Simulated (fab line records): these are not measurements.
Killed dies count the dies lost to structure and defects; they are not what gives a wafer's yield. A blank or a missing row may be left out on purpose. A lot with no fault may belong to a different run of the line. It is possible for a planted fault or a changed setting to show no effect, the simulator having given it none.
Split-lot trial ; flow n5_finfet ; route with 1938 steps; 7 lots, 21 wafers read

## SPLIT DETAILS
At N5_MIM_TOP_LITHO_EXPOSE_05 (exposes mask MIM TOP, target cd 2000 nm), the setting dose_mj was moved away from the recipe's 20.5 on 6 of the 21 wafers read, by -6.1% to +2.6%. All remaining wafers had this setting at the recipe value.

## FROM THE SPLIT TO THE READING: what the file shows between them, 2 steps
- N5_MIM_TOP_LITHO_DEVELOP_07: develop time 60 s (also split here: develop_time_s)
- N5_MIM_TOP_LITHO_HARDBAKE_09: time 120 s

## THE READING
Shown in nm: cd_nm at N5_MIM_TOP_LITHO_CD_MEAS_08, with target cd 2000 nm. A value of 2000.2 nm with a standard deviation of 2.2 nm is what fault-free wafers of this fab line usually give.

wafer;tool, chamber at the split;dose_mj as run;against the recipe;cd_nm, nm;against lot-mates on the recipe
L075.2;krf_scanner-01, 0;19.24;-6.1%;2014.0;+13.8
L075.3;krf_scanner-01, 0;20.5;recipe;2000.2;-
L075.6;krf_scanner-01, 0;19.24;-6.1%;2012.4;+12.2
L079.2;krf_scanner-01, 0;19.34;-5.7%;2013.8;+9.0
L079.5;krf_scanner-01, 0;20.5;recipe;2004.8;-
L079.6;krf_scanner-01, 0;19.34;-5.7%;2014.8;+10.0
L078.2;krf_scanner-02, 0;20.5;recipe;2004.5;-
L078.3;krf_scanner-02, 0;20.5;recipe;2000.8;-
L078.6;krf_scanner-02, 0;20.5;recipe;1997.4;-
L083.1;krf_scanner-02, 0;20.5;recipe;2001.9;-
L083.4;krf_scanner-02, 0;20.5;recipe;2001.1;-
L083.6;krf_scanner-02, 0;20.5;recipe;1997.7;-
L082.1;krf_scanner-01, 0;20.5;recipe;2000.4;-
L082.5;krf_scanner-01, 0;20.5;recipe;1997.3;-
L082.6;krf_scanner-01, 0;20.5;recipe;1997.7;-
L088.2;krf_scanner-02, 0;20.5;recipe;2002.3;-
L088.5;krf_scanner-02, 0;20.5;recipe;2003.4;-
L088.6;krf_scanner-02, 0;20.5;recipe;2001.2;-
L087.1;krf_scanner-01, 0;21.03;+2.6%;1994.9;-2.3
L087.4;krf_scanner-01, 0;20.5;recipe;1997.2;-
L087.5;krf_scanner-01, 0;21.03;+2.6%;1991.2;-6.0

FIT RESULTS
A straight line over all 21 wafers: cd_nm changes by -2.32 nm for each +1% of dose_mj; r = -0.93; the points scatter about the line by 2.4 nm.
The same after taking each lot's own level away (the mean of its wafers on the recipe; 21 wafers): -1.88 nm for each +1%; r = -0.94; scatter 1.8 nm.
On that fit, the largest move of dose_mj shifts the reading by 12 nm.
The span of the lots' own levels, 1997.20 to 2004.80 nm, comes to 3.5 times the standard deviation stated above.
So the lot-to-lot level changes the slope: the two fits differ.
Check: +10.9 nm against its lot-mates is what the line predicts for one of the wafers moved furthest among these (-6.1%) when that wafer is left out of the fit. Against them it came out at +13.8 nm.

## FURTHER SPLITS ON THESE WAFERS
Before the reading, these wafers also passed through other splits. Each is held against what the fit with the lots' levels taken away leaves over:
other split on the same wafers;wafers away from the commonest value;r with cd_nm (lot level and that fit taken away)
N5_BEOL_M14_EXPOSE_07 dose_mj;9;-0.14
N5_BEOL_M15_PEB_26 peb_temp_c;5;-0.21
N5_BEOL_M15_TRENCH_ETCH_34 time_s;6;+0.01
N5_MIM_TOP_LITHO_DEVELOP_07 develop_time_s;8;-0.12

## THE WHOLE CHAIN: every reading that the file lists as answering this split, in the file's order
step;what it does;reading;change (the file's fit);r (the file's)
N5_MIM_TOP_LITHO_CD_MEAS_08;target cd 2000 nm;cd_nm;-1.9 nm for each +1% of the setting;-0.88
N5_MIM_TOP_LITHO_DESCUM_10;chemistry O2, time 7.9 s;MIM_TOP_LITHO.cd_nm (the simulator's own value, which no gauge read);-1.87 nm for each +1% of the setting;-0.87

## THE FILE'S OWN FIT
cd_nm changes by -1.9 nm for each +1% of dose_mj, r = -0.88.
